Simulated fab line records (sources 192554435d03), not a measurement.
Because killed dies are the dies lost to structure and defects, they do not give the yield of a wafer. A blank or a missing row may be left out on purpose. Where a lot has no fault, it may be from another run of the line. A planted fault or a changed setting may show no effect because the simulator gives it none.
Comparing a struck lot with a sound one :: flow n5_finfet :: 45 steps out of a route of 1938
Sound: the wafers L766.1, L766.2, L766.4. Struck: wafers L777.1, L777.4. The cause is named last.
At each step with rows: each side's tool, then ch and its chambers, then its first start. Under that, the readings that differ: sound wafers :: struck wafers :: difference of the means :: sigmas: that difference in standard deviations of wafers without a fault.
alike: readings whose means differ by less than 2 such deviations, and words and numbers that are the same on both sides. not compared: withheld readings, readings that some wafer has no value for, bounds like >300 that may hide the same value, and numbers for which the record gives no deviation and whose values overlap.
The two part at a step that has a row with sigmas, a row that says differs or no value, or rows on one side only. Numbers that don't overlap but have no deviation are shown without sigmas and don't part them. A reading that every wafer of one side lacks parts them only if that side has two wafers or more.

first, 11 steps without rows for these wafers: N5_BEOL_M4_DESCUM_33 (chemistry O2, time 7 s); N5_BEOL_M4_ETCH_77 (etches underlayer in N2/H2, target depth 6.5 nm, time 5.2 s); N5_BEOL_M4_ETCH_69 (etches SiARC in CF4, target depth 15.6 nm, time 26 s); N5_BEOL_M4_ALD_98 (deposits SiO2, target thk 2.5 nm, pulse time 1 s, co reactant pulse time 1 s); N5_BEOL_M4_ETCHBACK_99 (etches SiO2 in CHF3, target depth 5 nm, time 10.4 s); N5_BEOL_M4_ETCH_70 (etches SOC in N2/H2, target depth 80 nm, overetch 24 nm, time 130 s); N5_BEOL_M4_STRIP_71 (strips in N2/H2); N5_BEOL_M4_STRIP_78 (strips in N2/H2); N5_BEOL_M4_VIA_ETCH_34 (etches the open film in C4F6/O2, target depth 69.4 nm, time 65.9 s); N5_BEOL_M4_STRIP_83 (strips in C4F6/O2); N5_BEOL_M4_STRIP_36 (strips in N2/H2).
N5_BEOL_M4_TRENCH_ETCH_37: etches SiOC in C4F6/O2, target depth 55.555 nm, time 29.2 s.
  sound on rie_diel-02 ch 0,1,3, day 8 18:46; struck on rie_diel-02 ch 2,3, day 11 12:25
reading: run_length_s (s)
sound: 52.8 52.0 52.5
struck: 57.6 58.6
difference: +5.7
sigmas: +14

reading: model.BEOL_M4.feature_depth_nm (nm)
sound: 55.8 56.2 54.6
struck: 66.4 66.6
difference: +11.0
sigmas: 

reading: model.etch.depth_nm (nm)
sound: 55.9 56.18 54.57
struck: 66.41 66.62
difference: +10.97
sigmas: 

reading: model.TiN_of_BEOL_M4_HM_DEP_02.thk_nm (nm)
sound: 18.4 18 18.2
struck: 17.4 17.4
difference: -0.8
sigmas: 
  alike: O2_flow_sccm, drypump_motor_current_A, oes_product_au, rf_fwd_power_W, rf_vpp_V, showerhead_plenum_p_Torr, throttle_valve_pct
  not compared: rf_hours_counter_h
then, 2 steps without rows for these wafers: N5_BEOL_M4_ETCH_41 (etches SiCN in CH3F/O2, target depth 29.9 nm, time 52.5 s); N5_BEOL_M4_STRIP_97 (strips in N2/H2, time 10 s).
N5_BEOL_M4_OCD_MEAS_38:
  sound on ocd-02 at day 8 18:55; struck on ocd-02 at day 11 12:34
reading: trench_depth_nm (nm)
sound: 55.8 55.8 54.6
struck: 66.2 67.0
difference: +11.2
sigmas: +14
then, 25 steps without rows for these wafers: N5_BEOL_M4_HM_STRIP_39 (strips TiN in peroxide tin strip, target depth 25 nm, time 158 s); N5_BEOL_M4_SRD_40 (time 30 s); N5_BEOL_M4_PRECLEAN_42 (cleans in residue remover, time 60 s); N5_BEOL_M4_SRD_43 (time 30 s); N5_BEOL_M4_DEGAS_44 (time 60 s); N5_BEOL_M4_PRE_CLEAN_45 (time 30 s); N5_BEOL_M4_ALD_84 (deposits TaN, pulse time 2 s, purge time 3 s, co reactant purge time 2 s); N5_BEOL_M4_SURFACE_TREAT_85; N5_BEOL_M4_CVD_47 (deposits Co from CCTBA/H2, target thk 3 nm, time 223.8 s); N5_BEOL_M4_SPUTTER_48 (material Cu, target thk 4.5 nm, time 8.29 s); N5_BEOL_M4_ANNEAL_49 (time 240 s); N5_BEOL_M4_SPUTTER_79 (material Cu, target thk 4.5 nm, time 8.29 s); N5_BEOL_M4_ANNEAL_80 (time 240 s); N5_BEOL_M4_SPUTTER_81 (material Cu, target thk 4.5 nm, time 8.29 s); N5_BEOL_M4_ANNEAL_82 (time 240 s); N5_BEOL_M4_SPUTTER_86 (material Cu, target thk 4.5 nm, time 8.29 s); N5_BEOL_M4_ANNEAL_87 (time 240 s); N5_BEOL_M4_SPUTTER_88 (material Cu, target thk 4.5 nm, time 8.29 s); N5_BEOL_M4_ANNEAL_89 (time 240 s); N5_BEOL_M4_SPUTTER_90 (material Cu, target thk 4.5 nm, time 8.29 s); N5_BEOL_M4_ANNEAL_91 (time 240 s); N5_BEOL_M4_SPUTTER_92 (material Cu, target thk 4.5 nm, time 8.29 s); N5_BEOL_M4_ANNEAL_93 (time 240 s); N5_BEOL_M4_SPUTTER_94 (material Cu, target thk 4.5 nm, time 8.29 s); N5_BEOL_M4_ANNEAL_95 (time 240 s).
N5_BEOL_M4_CMP_52: polishes, stops on SiOC, t overpolish 6.8 s, target thk 40 nm.
  sound on cmp-01 ch 0,1,3, day 8 22:32; struck on cmp-01 ch 0,3, day 11 15:46
reading: model.Cu_of_BEOL_M4_ECD_50.thk_nm (nm)
sound: 39.2 40.6 39
struck: 50.8 50.2
difference: +10.9
sigmas: 
  alike: barrier_field_endpoint_s, motor_current_A, overpolish_run_s, slurry_filter_dp_kPa, time_to_endpoint_s
N5_BEOL_M4_THK_MEAS_53: measures by xrf.
  sound on film_metro-01 at day 8 22:49; struck on film_metro-01 at day 11 16:03
reading: M4_THK (nm)
sound: 39.8 41.2 39.8
struck: 51.7 51.2
difference: +11.2
sigmas: +8
N5_BEOL_M4_RS_MEAS_58: measurement is done with a four-point probe.
  sound on film_metro-02 at day 8 23:07; struck on film_metro-01 at day 11 16:19
reading: M4_RS (ohm/sq)
sound: 0.69 0.66 0.69
struck: 0.50 0.50
difference: -0.18
sigmas: -6
N5_BEOL_M4_RC_MEAS_101:
  sound on prober-01 ch 0, day 8 23:10; struck on prober-01 ch 0, day 11 16:22
  alike: DIBL_N, DIBL_P, IOFF_N, IOFF_P, ION_N, ION_P, SS_N, SS_P, VT_N, VT_P
N5_PASSIVATION_PROBE_49:
  the record holds rows for the sound wafers here (prober-01, day 13 06:46) but none for the struck ones

WHERE THEY PART
First at N5_BEOL_M4_TRENCH_ETCH_37; last, within this record, at N5_PASSIVATION_PROBE_49.

WHY: what the simulator had put in
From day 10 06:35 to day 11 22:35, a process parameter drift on rie_diel-02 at N5_BEOL_M4_TRENCH_ETCH_37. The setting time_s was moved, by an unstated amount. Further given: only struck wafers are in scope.
